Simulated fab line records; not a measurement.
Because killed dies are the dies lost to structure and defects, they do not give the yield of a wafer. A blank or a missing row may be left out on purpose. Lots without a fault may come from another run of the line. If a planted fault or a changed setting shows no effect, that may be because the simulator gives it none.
fab line records    flow n5Finfet
record lots=9  wafers=26  lastDay=17
route steps=1938 shown FIN_CUT@168 STI_FIN_REVEAL@184 BEOL_M4@1111 PASSIVATION@1936
lots with no fault: from the same line, run without faults
startH: hours from the record's first day to the start of the lot's first wafer shown    waitH: hours since the lot's step before    " repeats the value in the row above    L1.1+2: one row covering several wafers at once    - no value present, or no start provided    * or withheld: withheld    < > ~ a bound
route shown NAME@n: NAME is a module with steps in the file, n the number in the route of the first one    usual: mean and standard deviation over wafers with no fault    same: alike in all rows    chamber/n: place in a boat    sites: readings site by site    _std_site: standard deviation across them    _edge_site: mean of outer sites minus mean of inner sites    radiusMm: for every site, how far away it sits from the centre of the wafer    mask NAME#n: copy n    behind: the most recent tool/chamber to have shaped the wafer    hold: why the lot went on hold/how many hours it stayed there/how the hold came to an end    device: the transistor (n, p or np) that didn't switch    end of line: the route-end tests of the same wafers    for a step that has no rows: nothing shown but its recipe    killed: at the first sort, the dies lost to defects and structure; wafer yield is something else    map: shows each die of a wafer: x if killed, . if not, _ if none is there
set.NAME: the setting the step ran with; set.NAME@STEP: the setting that earlier step ran with    model.NAME: the simulator's own value behind a step, which no gauge read
the route's steps for a sample of lots (tables are steps, rows are wafers)
services: from which hour (startH, from the record's first day; less than 0 if before it) a tool's chamber was out of use, for how many hours, and why
## steps
# step N5_FIN_CUT_ETCH_20
# recipe chemistry=CF4  target=SiARC  targetDepthA=260  maskMaterial=CAR-EUV  timeS=43.3  ionEnergyEv=80  pressureMtorr=40  sourceW=545  biasW=36  Ar_flow_sccm=100  cf4FlowSccm=100  ends=cleared
# usual drypumpMotorCurrentA=5.9/0.33  etchRfOnTimeS=43.0/1.1  oesProductAu=0.66/0.062  rfVppV=184.1/1.2  showerheadPlenumPTorr=2.14/0.062  throttleValvePct=15.67/0.25
lot.wafer  tool        chamber  startH  waitH  drypumpMotorCurrentA  etchRfOnTimeS  oesProductAu  rfHoursCounterH  rfVppV  showerheadPlenumPTorr  throttleValvePct
L512.2     rieDiel-05  3        27.04   0.0    6.1                   44.7           0.65          135              184.9   2.21                   15.53
L512.4     "           3        "       "      6.1                   45.4           0.65          -                186.8   2.21                   15.52
L512.6     "           1        "       "      5.5                   41.1           0.72          -                182.8   2.06                   15.66
L513.2     rieDiel-05  0        31.97   0.0    5.6                   43.5           0.66          152              182.4   2.13                   15.66
L513.5     "           0        "       "      5.5                   43.7           0.66          -                184.6   2.13                   15.68
L513.6     "           3        "       "      6.1                   44.7           0.65          -                184.7   2.21                   15.54
L516.1     rieDiel-02  2        51.16   0.0    6.1                   43.7           0.60          207              182.8   2.05                   15.83
L516.4     "           1        "       "      6.6                   43.8           0.64          136              184.2   2.14                   15.64
L516.6     "           0        "       "      5.6                   44.2           0.64          -                185.8   2.22                   15.62
L517.4     rieDiel-01  1        57.42   0.0    6.2                   41.9           0.70          -                182.7   2.14                   15.32
L517.6     "           2        "       "      5.6                   42.6           0.59          -                183.6   2.19                   15.70
L518.2     rieDiel-05  1        62.85   0.0    5.5                   41.5           0.70          107              182.8   2.06                   15.68
L518.4     "           2        "       "      5.7                   42.4           0.82          5                185.1   2.11                   15.26
L518.5     "           0        "       "      5.6                   44.2           0.66          -                183.9   2.13                   15.69
L530.1     rieDiel-01  1        135.97  0.0    6.2                   42.1           0.69          114              184.6   2.14                   15.36
L530.3     "           2        "       "      5.6                   42.7           0.81          13               184.6   2.19                   15.27
L530.4     "           0        "       "      6.1                   43.2           0.58          248              183.3   2.19                   15.64
L532.1     rieDiel-01  3        147.25  0.0    5.9                   43.6           0.64          163              183.4   2.06                   15.73
L532.4     "           2        "       "      5.6                   43.1           0.79          -                183.8   2.18                   15.28
L532.6     "           1        "       "      6.2                   42.3           0.68          -                183.2   2.14                   15.36
L534.2     rieDiel-05  3        158.37  0.0    6.1                   44.5           0.62          173              185.0   2.20                   15.60
L534.4     "           0        "       "      5.5                   44.5           0.63          189              184.6   2.12                   15.76
L534.5     "           2        "       "      5.7                   42.3           0.77          -                182.0   2.10                   15.31
L535.2     rieDiel-02  2        165.81  0.0    6.1                   43.4           0.58          245              182.6   2.03                   15.89
L535.5     "           1        "       "      6.5                   44.0           0.62          -                184.1   2.12                   15.73
L535.6     "           2        "       "      6.1                   43.6           0.57          -                183.9   2.03                   15.90
# step N5_FIN_CUT_CUT_ETCH_27
# recipe chemistry=CHF3/O2  target=SiO2  targetDepthA=40  maskMaterial=SOC  overetchA=20  timeS=4.9  pressureMtorr=30  sourceW=650  biasW=170  Ar_flow_sccm=200  CHF3_flow_sccm=50  O2_flow_sccm=5  ionEnergyEv=200
# usual drypumpMotorCurrentA=5.9/0.33  oesProductAu=0.61/0.054  rfVppV=520/17  showerheadPlenumPTorr=2.40/0.075  throttleValvePct=18.85/0.21
lot.wafer  tool        chamber  startH  waitH  drypumpMotorCurrentA  oesProductAu  rfHoursCounterH  rfVppV  showerheadPlenumPTorr  throttleValvePct
L512.2     rieDiel-05  3        27.47   0.0    6.1                   0.61          135              535     2.48                   18.70
L512.4     "           3        "       "      6.1                   0.61          -                535     2.48                   18.71
L512.6     "           1        "       "      5.5                   0.65          -                516     2.31                   18.79
L513.2     rieDiel-05  0        32.40   0.0    5.6                   0.61          152              555     2.40                   18.85
L513.5     "           0        "       "      5.6                   0.62          -                555     2.40                   18.86
L513.6     "           3        "       "      6.1                   0.61          -                534     2.48                   18.72
L516.1     rieDiel-02  2        51.59   0.0    6.1                   0.55          207              512     2.28                   18.88
L516.4     "           1        "       "      6.5                   0.61          136              512     2.41                   18.89
L516.6     "           0        "       "      5.6                   0.60          -                504     2.49                   18.75
L517.4     rieDiel-01  1        57.89   0.0    6.2                   0.64          -                524     2.43                   18.60
L517.6     "           1        "       "      6.2                   0.64          -                524     2.43                   18.58
L518.2     rieDiel-05  1        63.28   0.0    5.5                   0.64          108              518     2.31                   18.82
L518.4     "           2        "       "      5.7                   0.76          6                493     2.37                   18.55
L518.5     "           0        "       "      5.5                   0.60          -                556     2.39                   18.86
L530.1     rieDiel-01  1        136.39  0.0    6.2                   0.62          114              525     2.42                   18.61
L530.3     "           2        "       "      5.6                   0.74          14               529     2.47                   18.57
L530.4     "           0        "       "      6.1                   0.53          248              527     2.46                   18.85
L532.1     rieDiel-01  3        147.68  0.0    5.9                   0.59          163              520     2.32                   18.96
L532.4     "           2        "       "      5.5                   0.73          -                530     2.47                   18.57
L532.6     "           1        "       "      6.2                   0.62          -                523     2.42                   18.63
L534.2     rieDiel-05  3        158.80  0.0    6.1                   0.59          173              533     2.47                   18.76
L534.4     "           0        "       "      5.6                   0.60          189              555     2.38                   18.92
L534.5     "           2        "       "      5.8                   0.70          -                493     2.36                   18.58
L535.2     rieDiel-02  2        166.24  0.0    6.1                   0.54          246              511     2.26                   18.94
L535.5     "           1        "       "      6.6                   0.58          -                512     2.39                   18.94
L535.6     "           2        "       "      6.2                   0.53          -                512     2.26                   18.95
# step N5_FIN_CUT_CUT_ETCH_15
# recipe chemistry=HBr/Cl2/O2  target=Si  targetDepthA=1000  btTimeS=10  maskMaterial=SOC  timeS=42.4  ionEnergyEv=*  biasW=*  pressureMtorr=10  icpW=800  HBr_flow_sccm=150  Cl2_flow_sccm=80  O2_flow_sccm=12
# usual drypumpMotorCurrentA=6.0/0.53  oesProductAu=0.997/0.014  throttleValvePct=37.22/0.26
lot.wafer  tool      chamber  startH  waitH  drypumpMotorCurrentA  oesProductAu  rfHoursCounterH  throttleValvePct
L512.2     rieSi-01  0        27.62   0.1    5.5                   0.991         192              37.14
L512.4     "         3        "       "      6.5                   1.015         7                37.23
L512.6     "         3        "       "      6.5                   1.007         -                37.24
L513.2     rieSi-03  3        32.55   0.1    5.9                   0.993         55               37.05
L513.5     "         2        "       "      5.0                   1.018         -                37.24
L513.6     "         1        "       "      6.2                   0.981         -                37.44
L516.1     rieSi-03  0        51.74   0.1    6.5                   1.003         158              37.65
L516.4     "         2        "       "      5.0                   1.024         142              37.24
L516.6     "         2        "       "      5.0                   1.015         -                37.23
L517.4     rieSi-03  0        58.04   0.0    6.5                   1.006         158              37.65
L517.6     "         3        "       "      5.9                   0.986         -                37.07
L518.2     rieSi-03  0        63.43   0.1    6.5                   1.001         158              37.63
L518.4     "         3        "       "      5.9                   0.982         56               37.06
L518.5     "         1        "       "      6.1                   0.984         -                37.46
L530.1     rieSi-01  2        136.70  0.1    6.7                   0.997         48               37.31
L530.3     "         3        "       "      6.5                   1.019         10               37.25
L530.4     "         0        "       "      5.5                   0.992         194              37.15
L532.1     rieSi-02  2        147.83  0.1    5.7                   0.992         169              36.91
L532.4     "         3        "       "      5.4                   1.010         -                37.24
L532.6     "         2        "       "      5.7                   0.999         -                36.91
L534.2     rieSi-03  0        158.94  0.1    6.5                   1.005         160              37.64
L534.4     "         3        "       "      5.9                   0.986         58               37.06
L534.5     "         3        "       "      5.9                   0.967         -                37.07
L535.2     rieSi-03  0        166.39  0.1    6.5                   0.996         160              37.65
L535.5     "         2        "       "      5.0                   1.014         -                37.25
L535.6     "         1        "       "      6.1                   0.988         -                37.46
# step N5_FIN_CUT_INSPECT_17
# recipe inspectInstrument=brightfield  mode=aei
# usual rawDefectCount=241/62
lot.wafer  tool              chamber  startH  waitH  rawDefectCount
L512.2     defectInspect-01  -        27.95   0.0    323
L512.4     "                 -        "       "      310
L512.6     "                 -        "       "      280
L513.2     defectInspect-01  -        32.84   0.0    179
L513.5     "                 -        "       "      310
L513.6     "                 -        "       "      294
L516.1     defectInspect-01  -        52.02   0.0    391
L516.4     "                 -        "       "      213
L516.6     "                 -        "       "      234
L517.4     defectInspect-01  -        58.33   0.0    220
L517.6     "                 -        "       "      177
L518.2     defectInspect-02  -        63.87   0.0    860
L518.4     "                 -        "       "      201
L518.5     "                 -        "       "      232
L530.1     defectInspect-01  -        136.98  0.0    336
L530.3     "                 -        "       "      325
L530.4     "                 -        "       "      275
L532.1     defectInspect-02  -        148.11  0.0    277
L532.4     "                 -        "       "      268
L532.6     "                 -        "       "      144
L534.2     defectInspect-02  -        159.34  0.0    368
L534.4     "                 -        "       "      243
L534.5     "                 -        "       "      296
L535.2     defectInspect-02  -        166.67  0.0    195
L535.5     "                 -        "       "      356
L535.6     "                 -        "       "      304
# step N5_STI_FIN_REVEAL_ALD_14
# recipe material=Si3N4  targetThkA=30  tempC=400  aldPrecursorFamily=SiH2I2  aldCoReactant=N2/H2-plasma  pressureTorr=2
# usual heaterPowerW=841/93  susceptorTempC=399.99/0.23
lot.wafer  tool       chamber  startH  waitH  heaterPowerW  susceptorTempC
L512.2     aldSin-02  3        28.03   0.0    774           400.20
L512.4     "          1        "       "      1018          399.43
L512.6     "          2        "       "      812           399.95
L513.2     aldSin-02  2        32.92   0.0    841           399.66
L513.5     "          0        "       "      824           399.78
L513.6     "          3        "       "      774           400.30
L516.1     aldSin-03  0        52.42   0.0    693           400.18
L516.4     "          2        "       "      767           399.86
L516.6     "          1        "       "      902           400.02
L517.4     aldSin-02  1        58.41   0.0    1034          399.91
L517.6     "          3        "       "      769           400.28
L518.2     aldSin-03  3        63.96   0.0    872           400.29
L518.4     "          0        "       "      712           399.87
L518.5     "          0        "       "      686           400.10
L530.1     aldSin-03  3        137.14  0.0    879           400.04
L530.3     "          0        "       "      699           399.81
L530.4     "          1        "       "      905           399.62
L532.1     aldSin-01  3        148.19  0.0    943           399.85
L532.4     "          2        "       "      636           399.75
L532.6     "          0        "       "      913           399.84
L534.2     aldSin-03  0        159.62  0.0    708           399.42
L534.4     "          2        "       "      744           399.92
L534.5     "          1        "       "      912           399.85
L535.2     aldSin-02  0        166.75  0.0    841           399.78
L535.5     "          1        "       "      1006          399.94
L535.6     "          0        "       "      833           399.87
# step N5_BEOL_M4_RC_MEAS_101
# usual DIBL_N=37.5/1.9  DIBL_P=37.3/2.4  IOFF_N=0.18/0.038  IOFF_P=0.23/0.045  ION_N=677/11  ION_P=464/8.1  SS_N=72.0/0.68  SS_P=73.5/0.77  VT_N=249/3.3  VT_P=-249/3.6
lot.wafer  tool       chamber  startH  waitH  DIBL_N[mV/V]  DIBL_P[mV/V]  IOFF_N[nA/um]  IOFF_P[nA/um]  ION_N[uA/um]  ION_P[uA/um]  SS_N[mV/dec]  SS_P[mV/dec]  VT_N[mV]  VT_P[mV]
L513.2     prober-01  0        163.33  0.2    38.4          37.3          0.22           0.24           688           468           72.3          74.0          242       -247
L513.5     "          0        "       "      36.5          36.1          0.17           0.21           667           460           71.8          73.1          248       -253
L513.6     "          0        "       "      39.9          39.5          0.24           0.27           679           461           72.8          74.7          245       -247
L512.2     prober-02  0        168.38  0.2    38.1          37.5          0.18           0.20           672           449           72.3          73.7          250       -251
L512.4     "          0        "       "      40.4          40.1          0.23           0.24           687           465           73.4          73.7          248       -249
L512.6     "          0        "       "      37.6          36.8          0.17           0.19           665           451           71.6          73.8          252       -254
L516.1     prober-02  0        188.25  0.0    35.6          35.8          0.12           0.18           663           458           71.6          72.7          257       -254
L516.4     "          0        "       "      39.6          39.9          0.19           0.25           674           467           72.5          74.1          251       -246
L516.6     "          0        "       "      39.7          39.8          0.20           0.24           679           464           72.7          74.1          249       -252
L518.2     prober-01  0        193.01  0.2    39.0          39.5          0.21           0.20           683           456           72.3          73.6          246       -256
L518.4     "          0        "       "      34.3          33.8          0.13           0.14           658           449           70.8          71.8          251       -256
L518.5     "          0        "       "      36.0          36.2          0.14           0.17           676           460           71.4          73.1          251       -253
L517.4     prober-01  0        196.21  0.5    38.2          37.2          0.18           0.25           685           471           71.5          73.8          247       -247
L517.6     "          0        "       "      36.4          35.1          0.15           0.22           673           469           71.0          72.5          248       -250
L530.1     prober-02  0        290.96  0.0    40.4          40.5          0.23           0.27           687           463           72.3          74.8          244       -250
L530.3     "          0        "       "      34.6          33.0          0.11           0.16           658           459           71.4          72.1          257       -255
L530.4     "          0        "       "      39.7          38.5          0.23           0.24           690           463           72.9          74.0          244       -246
L532.1     prober-02  0        293.19  0.0    38.6          39.3          0.18           0.24           681           464           71.8          74.7          247       -250
L532.4     "          0        "       "      39.7          40.5          0.23           0.26           683           463           72.4          74.5          244       -249
L532.6     "          0        "       "      40.7          41.6          0.23           0.27           692           470           72.7          74.2          245       -249
L534.2     prober-02  0        300.38  0.2    38.9          38.9          0.22           0.25           682           458           72.6          73.9          248       -249
L534.4     "          0        "       "      36.0          36.7          0.15           0.21           675           466           71.9          72.7          249       -248
L534.5     "          0        "       "      34.5          36.0          0.13           0.20           664           462           71.6          73.4          253       -250
L535.2     prober-02  0        307.99  0.2    41.6          42.9          0.28           0.37           705           480           72.5          75.0          243       -242
L535.5     "          0        "       "      37.2          36.3          0.17           0.24           670           462           71.4          73.9          249       -245
L535.6     "          0        "       "      38.0          37.6          0.17           0.23           670           462           72.1          73.2          251       -251
# step N5_PASSIVATION_PROBE_49
# usual defectLimitedYield=91.2/1.5  killed_at_M0_to_M3=31/10  killed_at_M4_up=15/5.9  killedAtContacts=13/6  killedAtFrontEnd=41/11  killedAtOther=4/3.1  killedDies=104/18  killedOpen=68/13  killedShort=33/8.1  sort_bin_4_leakage=0.00/0.03  sort_bin_5_function=5.1/1.1  sort_bin_6_memory=3.2/0.69  sort_bin_8_speed=0.01/0.045  sortNPass=1076/18  sortYieldPct=91.2/1.5
# same grossDies=1180  killedAtBackSide=0
lot.wafer  tool       chamber  startH  waitH  defectLimitedYield[%]  killed_at_M0_to_M3  killed_at_M4_up  killedAtContacts  killedAtFrontEnd  killedAtOther  killedDies  killedOpen  killedShort  sort_bin_4_leakage[%]  sort_bin_5_function[%]  sort_bin_6_memory[%]  sort_bin_8_speed[%]  sortNPass  sortYieldPct[%]
L513.2     prober-02  -        275.52  0.9    93.1                   21                  12               13                30                5              81          56          25           0                      3.6                     3.1                   0                    1099       93.1
L513.5     prober-02  -        275.67  1.1    89.4                   40                  12               23                44                6              125         93          31           0                      6.8                     3.5                   0                    1055       89.4
L513.6     prober-02  -        275.72  1.1    89.3                   42                  25               18                41                0              126         90          33           0                      6.5                     3.9                   0                    1054       89.3
L512.2     prober-01  -        279.54  0.1    91.3                   23                  6                25                44                5              103         68          35           0                      4.7                     3.9                   0                    1077       91.3
L512.4     prober-01  -        279.64  0.2    92.7                   24                  12               12                36                2              86          47          36           0                      4.3                     2.8                   0                    1094       92.7
L512.6     prober-01  -        279.74  0.3    91.0                   32                  9                17                45                3              106         67          37           0                      5.3                     3.4                   0                    1074       91.0
L516.1     prober-01  -        290.25  0.0    91.3                   20                  24               11                44                4              103         70          33           0                      4.6                     4.0                   0                    1077       91.3
L516.4     prober-01  -        290.40  0.2    89.3                   31                  11               20                59                5              126         82          34           0                      5.9                     3.9                   0                    1054       89.3
L516.6     prober-01  -        290.50  0.3    92.9                   23                  15               17                29                0              84          54          29           0                      4.2                     2.6                   0                    1096       92.9
L518.2     prober-01  -        291.12  0.1    86.5                   29                  10               8                 109               3              159         62          28           0                      8.6                     2.8                   0                    1021       86.5
L518.4     prober-01  -        291.22  0.2    91.3                   42                  18               13                29                1              103         76          24           0                      4.9                     3.6                   0                    1077       91.3
L518.5     prober-01  -        291.27  0.2    90.4                   40                  11               15                41                6              113         77          35           0                      6.4                     2.9                   0                    1067       90.4
L517.4     prober-01  -        295.53  0.2    89.0                   45                  8                13                53                11             130         87          43           0                      6.6                     4.1                   0                    1050       89.0
L517.6     prober-01  -        295.63  0.3    90.0                   38                  23               19                32                6              118         85          32           0                      6.1                     3.5                   0                    1062       90.0
L532.1     prober-01  -        389.96  0.0    93.6                   28                  12               7                 29                0              76          46          25           0                      3.7                     2.5                   0                    1104       93.6
L532.4     prober-01  -        390.11  0.2    90.8                   33                  15               6                 54                0              108         70          34           0                      5.0                     3.8                   0                    1072       90.8
L532.6     prober-01  -        390.21  0.3    91.4                   49                  12               6                 32                3              102         70          30           0                      5.7                     2.6                   0                    1078       91.4
L530.1     prober-02  -        394.70  0.0    90.6                   27                  22               9                 50                3              111         76          35           0                      5.8                     3.2                   0                    1069       90.6
L530.3     prober-02  -        394.80  0.1    91.1                   16                  17               12                54                6              105         62          38           0                      4.7                     3.2                   0                    1075       91.1
L530.4     prober-02  -        394.85  0.2    90.3                   23                  31               11                44                6              115         78          37           0                      5.7                     3.8                   0                    1065       90.3
L534.2     prober-02  -        401.13  0.1    88.5                   45                  7                22                59                3              136         96          40           0                      6.6                     4.4                   0                    1044       88.5
L534.4     prober-02  -        401.23  0.2    90.2                   46                  10               10                43                7              116         63          49           0                      5.5                     3.6                   0                    1064       90.2
L534.5     prober-02  -        401.28  0.2    91.1                   37                  7                10                50                1              105         63          41           0                      5.3                     3.1                   0                    1075       91.1
L535.2     prober-01  -        406.60  0.1    91.8                   21                  18               16                41                1              97          64          25           0.17                   4.7                     2.8                   0.08                 1081       91.6
L535.5     prober-01  -        406.75  0.2    92.4                   19                  16               13                42                0              90          61          26           0                      4.6                     2.7                   0                    1090       92.4
L535.6     prober-01  -        406.80  0.3    92.1                   19                  12               10                49                3              93          61          24           0                      4.8                     2.8                   0                    1087       92.1
# killed by level:class
L513.2 MOL_CONTACT_COAG:geometricParticle:open=10 BEOL_M3:geometricParticle:open=10 BEOL_M0:geometricParticle:open=7 FIN_SAQP:geometricParticle:open=6 STARTING-WAFER:geometricParticle:open=4 STARTING-WAFER:geometricParticle:short=4 FIN_SAQP:geometricParticle:short=3 DUMMY_GATE:geometricParticle:short=3
L513.5 MOL_CONTACT_COAG:geometricParticle:open=19 BEOL_M3:geometricParticle:open=16 FIN_SAQP:geometricParticle:open=13 STI_FIN_REVEAL:geometricParticle:open=8 BEOL_M4:geometricParticle:open=7 FIN_SAQP:geometricParticle:short=5 MOL_CONTACT_COAG:geometricParticle:short=4 BEOL_M0:geometricParticle:open=4
L513.6 BEOL_M3:geometricParticle:open=19 FIN_SAQP:geometricParticle:open=14 MOL_CONTACT_COAG:geometricParticle:open=14 BEOL_M4:geometricParticle:open=11 FIN_SAQP:geometricParticle:short=10 BEOL_M0:geometricParticle:open=6 BEOL_M4:geometricParticle:short=5 STI_FIN_REVEAL:geometricParticle:open=5
L512.2 MOL_CONTACT_COAG:geometricParticle:open=19 DUMMY_GATE:geometricParticle:open=12 BEOL_M0_SAQP:geometricParticle:short=8 STI_FIN_REVEAL:geometricParticle:open=6 MOL_CONTACT_COAG:geometricParticle:short=6 FIN_SAQP:geometricParticle:short=5 FIN_SAQP:geometricParticle:open=5 BEOL_M0_SAQP:geometricParticle:open=5
L512.4 MOL_CONTACT_COAG:geometricParticle:open=9 BEOL_M0_SAQP:geometricParticle:short=9 STI_FIN_REVEAL:geometricParticle:open=7 GATE_CUT:geometricParticle:short=7 BEOL_M0_SAQP:geometricParticle:open=5 DUMMY_GATE:geometricParticle:open=4 STARTING-WAFER:geometricParticle:open=4 FIN_SAQP:geometricParticle:short=3
L512.6 MOL_CONTACT_COAG:geometricParticle:open=14 STI_FIN_REVEAL:geometricParticle:open=13 BEOL_M0_SAQP:geometricParticle:open=11 GATE_CUT:geometricParticle:short=7 BEOL_M0_SAQP:geometricParticle:short=7 FIN_SAQP:geometricParticle:open=6 STI_FIN_REVEAL:geometricParticle:short=5 BEOL_M2:geometricParticle:open=5
L516.1 FIN_SAQP:geometricParticle:short=9 STI_FIN_REVEAL:geometricParticle:open=9 BEOL_M0_SAQP:geometricParticle:open=9 MOL_CONTACT_COAG:geometricParticle:open=8 BEOL_M4:geometricParticle:open=8 FIN_SAQP:geometricParticle:open=6 BEOL_M0_SAQP:geometricParticle:short=5 BEOL_M7:geometricParticle:open=5
L516.4 MOL_CONTACT_COAG:geometricParticle:open=19 STI_FIN_REVEAL:geometricParticle:open=13 FIN_SAQP:geometricParticle:open=11 GATE_CUT:geometricParticle:short=9 BEOL_M0_SAQP:geometricParticle:open=8 BEOL_M2:geometricParticle:open=7 HKMG_FIN:areaEtch=7 FIN_SAQP:geometricParticle:short=5
L516.6 MOL_CONTACT_COAG:geometricParticle:open=11 BEOL_M0_SAQP:geometricParticle:open=8 FIN_SAQP:geometricParticle:open=6 MOL_CONTACT_COAG:geometricParticle:short=6 BEOL_M0_SAQP:geometricParticle:short=6 GATE_CUT:geometricParticle:short=5 FIN_SAQP:geometricParticle:short=4 STI_FIN_REVEAL:geometricParticle:open=4
L518.2 FIN_CUT:unspecified=66 STI_FIN_REVEAL:geometricParticle:open=14 BEOL_M1:geometricParticle:open=7 BEOL_M0_SAQP:geometricParticle:short=7 BEOL_M4:geometricParticle:open=6 FIN_SAQP:geometricParticle:open=5 BEOL_M0_SAQP:geometricParticle:open=5 MOL_CONTACT_COAG:geometricParticle:open=5
L518.4 MOL_CONTACT_COAG:geometricParticle:open=12 BEOL_M3:geometricParticle:open=11 BEOL_M4:geometricParticle:open=10 STI_FIN_REVEAL:geometricParticle:open=7 BEOL_M0_SAQP:geometricParticle:open=7 FIN_SAQP:geometricParticle:open=6 BEOL_M0_SAQP:geometricParticle:short=6 BEOL_M1:geometricParticle:open=6
L518.5 MOL_CONTACT_COAG:geometricParticle:open=11 GATE_CUT:geometricParticle:short=9 BEOL_M0_SAQP:geometricParticle:open=8 BEOL_M1:geometricParticle:open=7 BEOL_M3:geometricParticle:open=7 GATE_CUT:geometricParticle:open=6 BEOL_M4:geometricParticle:open=6 FIN_SAQP:geometricParticle:open=4
L517.4 FIN_SAQP:geometricParticle:open=16 BEOL_M2:geometricParticle:open=13 BEOL_M0_SAQP:geometricParticle:open=12 BEOL_M3:geometricParticle:open=8 FIN_SAQP:geometricParticle:short=7 MOL_CONTACT_COAG:geometricParticle:open=7 DUMMY_GATE:geometricParticle:open=6 MOL_CONTACT_COAG:geometricParticle:short=6
L517.6 BEOL_M4:geometricParticle:open=17 MOL_CONTACT_COAG:geometricParticle:open=15 FIN_SAQP:geometricParticle:open=10 BEOL_M3:geometricParticle:open=9 BEOL_M0_SAQP:geometricParticle:open=8 STI_FIN_REVEAL:geometricParticle:open=5 DUMMY_GATE:geometricParticle:open=4 MOL_CONTACT_COAG:geometricParticle:short=4
L532.1 BEOL_M1:geometricParticle:open=9 STI_FIN_REVEAL:geometricParticle:open=5 MOL_CONTACT_COAG:geometricParticle:open=5 BEOL_M0_SAQP:geometricParticle:open=5 GATE_CUT:geometricParticle:short=4 BEOL_M0_SAQP:geometricParticle:short=4 STARTING-WAFER:geometricParticle:short=4 SPACER0:geometricParticle:open=3
L532.4 FIN_SAQP:geometricParticle:open=16 GATE_CUT:geometricParticle:short=11 GATE_CUT:geometricParticle:open=7 MOL_CONTACT_COAG:geometricParticle:open=6 BEOL_M0_SAQP:geometricParticle:open=5 BEOL_M1:geometricParticle:open=5 BEOL_M2:geometricParticle:open=5 BEOL_M3:geometricParticle:open=5
L532.6 BEOL_M0_SAQP:geometricParticle:open=17 BEOL_M0_SAQP:geometricParticle:short=8 GATE_CUT:geometricParticle:open=7 FIN_SAQP:geometricParticle:open=6 GATE_CUT:geometricParticle:short=5 MOL_CONTACT_COAG:geometricParticle:open=5 BEOL_M0:geometricParticle:open=4 BEOL_M1:geometricParticle:open=4
L530.1 FIN_SAQP:geometricParticle:open=15 BEOL_M4:geometricParticle:open=12 FIN_SAQP:geometricParticle:short=9 MOL_CONTACT_COAG:geometricParticle:open=9 STI_FIN_REVEAL:geometricParticle:open=7 BEOL_M2:geometricParticle:open=7 BEOL_M0_SAQP:geometricParticle:short=7 GATE_CUT:geometricParticle:open=5
L530.3 FIN_SAQP:geometricParticle:open=16 FIN_SAQP:geometricParticle:short=9 MOL_CONTACT_COAG:geometricParticle:open=9 STI_FIN_REVEAL:geometricParticle:open=7 BEOL_M3:geometricParticle:open=7 BEOL_M4:geometricParticle:open=6 STARTING-WAFER:geometricParticle:short=5 HKMG_FIN:areaEtch=5
L530.4 BEOL_M4:geometricParticle:open=19 FIN_SAQP:geometricParticle:open=18 MOL_CONTACT_COAG:geometricParticle:open=8 FIN_SAQP:geometricParticle:short=7 BEOL_M2:geometricParticle:open=6 GATE_CUT:geometricParticle:short=4 BEOL_M0_SAQP:geometricParticle:open=4 BEOL_M4:geometricParticle:short=4
L534.2 MOL_CONTACT_COAG:geometricParticle:open=19 STI_FIN_REVEAL:geometricParticle:open=16 FIN_SAQP:geometricParticle:open=11 BEOL_M0_SAQP:geometricParticle:open=11 BEOL_M0_SAQP:geometricParticle:short=10 FIN_SAQP:geometricParticle:short=8 BEOL_M2:geometricParticle:open=8 DUMMY_GATE:geometricParticle:open=7
L534.4 BEOL_M0_SAQP:geometricParticle:open=12 FIN_SAQP:geometricParticle:short=9 BEOL_M2:geometricParticle:open=8 BEOL_M0_SAQP:geometricParticle:short=8 STI_FIN_REVEAL:geometricParticle:open=7 GATE_CUT:geometricParticle:short=7 MOL_CONTACT_COAG:geometricParticle:open=7 STARTING-WAFER:geometricParticle:short=5
L534.5 GATE_CUT:geometricParticle:short=11 FIN_SAQP:geometricParticle:open=8 FIN_SAQP:geometricParticle:short=8 BEOL_M0_SAQP:geometricParticle:open=8 BEOL_M2:geometricParticle:open=7 MOL_CONTACT_COAG:geometricParticle:open=7 BEOL_M0_SAQP:geometricParticle:short=6 BEOL_M0:geometricParticle:open=5
L535.2 MOL_CONTACT_COAG:geometricParticle:open=15 DUMMY_GATE:geometricParticle:open=8 BEOL_M3:geometricParticle:open=7 BEOL_M4:geometricParticle:open=7 FIN_SAQP:geometricParticle:short=6 BEOL_M1:geometricParticle:open=6 FIN_SAQP:geometricParticle:open=5 GATE_CUT:geometricParticle:short=5
L535.5 STI_FIN_REVEAL:geometricParticle:open=11 MOL_CONTACT_COAG:geometricParticle:open=10 BEOL_M4:geometricParticle:open=7 DUMMY_GATE:geometricParticle:open=6 FIN_SAQP:geometricParticle:open=5 GATE_CUT:geometricParticle:short=4 STARTING-WAFER:geometricParticle:short=4 BEOL_M1:geometricParticle:open=4
L535.6 FIN_SAQP:geometricParticle:open=13 MOL_CONTACT_COAG:geometricParticle:open=7 FIN_SAQP:geometricParticle:short=6 STI_FIN_REVEAL:geometricParticle:open=6 DUMMY_GATE:geometricParticle:open=6 GATE_CUT:geometricParticle:open=5 GATE_CUT:geometricParticle:short=4 BEOL_M4:geometricParticle:open=4
## services
tool        chamber  startH  hours  kind
aldSin-02   1        7.42    4.9    repair
aldSin-01   0        7.58    5.4    repair
aldSin-01   2        10.14   7.5    repair
aldSin-01   -        13.78   0.8    pm
rieDiel-01  -        16.20   2.8    pm
rieDiel-05  2        21.79   7.6    repair
rieSi-01    -        28.26   2.8    pm
aldSin-03   0        38.40   13.5   repair
rieDiel-01  2        46.94   4.6    repair
rieSi-01    2        47.82   5.6    repair
rieDiel-05  -        61.62   1.0    repair
rieDiel-02  -        73.65   0.8    repair
rieDiel-01  2        74.48   -      clean
rieDiel-01  2        74.48   -      consumableReplace:focusRing
rieDiel-01  2        74.48   12.1   scheduledDown
rieDiel-01  2        74.48   12.1   ventCycle
aldSin-03   3        83.03   11.2   repair
rieSi-03    -        104.71  2.8    pm
rieSi-03    -        115.01  0.2    repair
rieSi-02    -        125.90  15.6   pm
rieDiel-05  -        126.82  0.3    repair
aldSin-02   -        127.09  6.1    pm
rieSi-02    1        143.79  12.2   repair
rieDiel-02  1        166.73  11.3   repair
## key
firstSign step=N5_FIN_CUT_INSPECT_17  reading=rawDefectCount  direction=up  sigmas=9.9  usual=241  struck=860
effect step=N5_PASSIVATION_PROBE_49  reading=killedAtFrontEnd  direction=up  sigmas=6.3  usual=41  struck=109
moreKillsBornAt N5_FIN_CUT_CUT_ETCH_15@rieSi-03=66
metAt N5_FIN_CUT_CUT_ETCH_15
struckLots L518
struckWafers L518.2
notActingAt N5_FIN_CUT_ETCH_20,N5_FIN_CUT_CUT_ETCH_27,N5_STI_FIN_REVEAL_ALD_14
onsetBetween 58.04 63.43
fault kind=chamberParticleSource  tool=rieSi-03  chamber=0  onsetH=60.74  steps=N5_FIN_CUT_CUT_ETCH_15  ratePerVisitCm2=1.0091  endH=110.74
